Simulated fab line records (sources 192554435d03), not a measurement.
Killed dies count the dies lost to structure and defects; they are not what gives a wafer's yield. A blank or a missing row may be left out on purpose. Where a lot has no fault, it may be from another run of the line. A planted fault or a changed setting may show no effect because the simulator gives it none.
Split-lot experiment || flow n5_finfet || on a route of 1938 steps: 7 lots, 21 wafers read

== THE SPLIT ==
At N5_BEOL_M2_COAT_62 (time 60 s, resist thk 12 nm), the setting spin_rpm was moved away from the recipe's 1500 rpm on 8 of the 21 wafers read, by -6.4% to +10.5%. The other wafers ran this setting at the recipe's value.

== FROM THE SPLIT TO THE READING: what the file shows between them, 4 steps ==
- N5_BEOL_M2_COAT_73: time 60 s, resist thk 5 nm
- N5_BEOL_M2_COAT_05: resist thk 30 nm
- N5_BEOL_M2_DESCUM_16: chemistry O2, time 7 s
- N5_BEOL_M2_ETCH_74: etches underlayer in N2/H2, target depth 6.5 nm, time 5.2 s

== THE READING ==
etch.depth_nm (the simulator's own value, which no gauge read), in nm, at N5_BEOL_M2_ETCH_63 (etches SiARC in CF4, target depth 15.6 nm, time 26 s). The file does not state a usual value for it. Average 12.00 nm, standard deviation 0.038 nm, over the 13 wafers here run with the recipe.

{"wafer": "L078.2", "tool, chamber at the split": "litho_track-02, 0", "spin_rpm as run, rpm": 1404, "against the recipe": "-6.4%", "etch.depth_nm, nm": 12.41, "against lot-mates on the recipe": "+0.36"}
{"wafer": "L078.4", "tool, chamber at the split": "litho_track-02, 0", "spin_rpm as run, rpm": 1404, "against the recipe": "-6.4%", "etch.depth_nm, nm": 12.45, "against lot-mates on the recipe": "+0.40"}
{"wafer": "L078.5", "tool, chamber at the split": "litho_track-02, 0", "spin_rpm as run, rpm": 1500, "against the recipe": "recipe", "etch.depth_nm, nm": 12.05, "against lot-mates on the recipe": "-"}
{"wafer": "L080.2", "tool, chamber at the split": "litho_track-05, 0", "spin_rpm as run, rpm": 1550, "against the recipe": "+3.3%", "etch.depth_nm, nm": 11.82, "against lot-mates on the recipe": -0.21}
{"wafer": "L080.3", "tool, chamber at the split": "litho_track-05, 0", "spin_rpm as run, rpm": 1550, "against the recipe": "+3.3%", "etch.depth_nm, nm": 11.81, "against lot-mates on the recipe": -0.22}
{"wafer": "L080.4", "tool, chamber at the split": "litho_track-05, 0", "spin_rpm as run, rpm": 1500, "against the recipe": "recipe", "etch.depth_nm, nm": 12.03, "against lot-mates on the recipe": "-"}
{"wafer": "L083.1", "tool, chamber at the split": "litho_track-05, 0", "spin_rpm as run, rpm": 1500, "against the recipe": "recipe", "etch.depth_nm, nm": 11.97, "against lot-mates on the recipe": "-"}
{"wafer": "L083.3", "tool, chamber at the split": "litho_track-05, 0", "spin_rpm as run, rpm": 1657, "against the recipe": "+10.5%", "etch.depth_nm, nm": 11.44, "against lot-mates on the recipe": -0.53}
{"wafer": "L083.6", "tool, chamber at the split": "litho_track-05, 0", "spin_rpm as run, rpm": 1657, "against the recipe": "+10.5%", "etch.depth_nm, nm": 11.39, "against lot-mates on the recipe": -0.58}
{"wafer": "L086.1", "tool, chamber at the split": "litho_track-03, 0", "spin_rpm as run, rpm": 1500, "against the recipe": "recipe", "etch.depth_nm, nm": 11.98, "against lot-mates on the recipe": "-"}
{"wafer": "L086.5", "tool, chamber at the split": "litho_track-03, 0", "spin_rpm as run, rpm": 1500, "against the recipe": "recipe", "etch.depth_nm, nm": 12, "against lot-mates on the recipe": "-"}
{"wafer": "L086.6", "tool, chamber at the split": "litho_track-03, 0", "spin_rpm as run, rpm": 1500, "against the recipe": "recipe", "etch.depth_nm, nm": 12.02, "against lot-mates on the recipe": "-"}
{"wafer": "L089.1", "tool, chamber at the split": "litho_track-05, 0", "spin_rpm as run, rpm": 1423, "against the recipe": "-5.1%", "etch.depth_nm, nm": 12.39, "against lot-mates on the recipe": "+0.33"}
{"wafer": "L089.3", "tool, chamber at the split": "litho_track-05, 0", "spin_rpm as run, rpm": 1500, "against the recipe": "recipe", "etch.depth_nm, nm": 12.08, "against lot-mates on the recipe": "-"}
{"wafer": "L089.6", "tool, chamber at the split": "litho_track-05, 0", "spin_rpm as run, rpm": 1500, "against the recipe": "recipe", "etch.depth_nm, nm": 12.04, "against lot-mates on the recipe": "-"}
{"wafer": "L092.2", "tool, chamber at the split": "litho_track-03, 0", "spin_rpm as run, rpm": 1500, "against the recipe": "recipe", "etch.depth_nm, nm": 11.98, "against lot-mates on the recipe": "-"}
{"wafer": "L092.3", "tool, chamber at the split": "litho_track-03, 0", "spin_rpm as run, rpm": 1500, "against the recipe": "recipe", "etch.depth_nm, nm": 11.98, "against lot-mates on the recipe": "-"}
{"wafer": "L092.6", "tool, chamber at the split": "litho_track-03, 0", "spin_rpm as run, rpm": 1500, "against the recipe": "recipe", "etch.depth_nm, nm": 11.95, "against lot-mates on the recipe": "-"}
{"wafer": "L094.2", "tool, chamber at the split": "litho_track-05, 0", "spin_rpm as run, rpm": 1565, "against the recipe": "+4.3%", "etch.depth_nm, nm": 11.75, "against lot-mates on the recipe": -0.22}
{"wafer": "L094.4", "tool, chamber at the split": "litho_track-05, 0", "spin_rpm as run, rpm": 1500, "against the recipe": "recipe", "etch.depth_nm, nm": 11.98, "against lot-mates on the recipe": "-"}
{"wafer": "L094.6", "tool, chamber at the split": "litho_track-05, 0", "spin_rpm as run, rpm": 1500, "against the recipe": "recipe", "etch.depth_nm, nm": 11.96, "against lot-mates on the recipe": "-"}

THE FIT
A straight line over all 21 wafers: etch.depth_nm changes by -0.0605 nm for each +1% of spin_rpm; r = -0.99; the points scatter about the line by 0.04 nm.
The same after taking each lot's own level away (the mean of its wafers on the recipe; 21 wafers): -0.056 nm for each +1%; r = -1.00; scatter 0.024 nm.
According to that fit, moving spin_rpm by its largest amount changes the reading by 0.59 nm.
Measured against the standard deviation above, the lots' own levels, which go from 11.970 to 12.060 nm, span 2.4 times it.
The two slopes agree, so the slope changes little with the lot-to-lot level.
Check: -0.604 nm against its lot-mates is what the line predicts for one of the wafers moved furthest among these (+10.5%) when that wafer is left out of the fit. It came out at -0.53 nm against them.

== FURTHER SPLITS ON THESE WAFERS ==
Other splits were also applied to these wafers ahead of the reading. Each is held against what the fit with the lots' levels taken away leaves over:
{"other split on the same wafers": "N5_BEOL_M1_EXPOSE_25 dose_mj", "wafers away from the commonest value": 9, "r with etch.depth_nm (lot level and that fit taken away)": -0.14}
{"other split on the same wafers": "N5_BEOL_M2_PECVD_72 time_s", "wafers away from the commonest value": 7, "r with etch.depth_nm (lot level and that fit taken away)": "+0.17"}

== THE WHOLE CHAIN: every reading that the file lists as answering this split, in the file's order ==
{"step": "N5_BEOL_M2_COAT_62", "what it does": "time 60 s, resist thk 12 nm", "reading": "SiARC_of_BEOL_M2_COAT_62.thk_nm (the simulator's own value, which no gauge read)", "change (the file's fit)": "-0.0601 nm for each +1% of the setting", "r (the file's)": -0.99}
{"step": "N5_BEOL_M2_ETCH_63", "what it does": "etches SiARC in CF4, target depth 15.6 nm, time 26 s", "reading": "etch.depth_nm (the simulator's own value, which no gauge read)", "change (the file's fit)": "-0.0566 nm for each +1% of the setting", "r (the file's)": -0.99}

== FILE'S OWN FIT ==
etch.depth_nm changes by -0.0566 nm for each +1% of spin_rpm, r = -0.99.
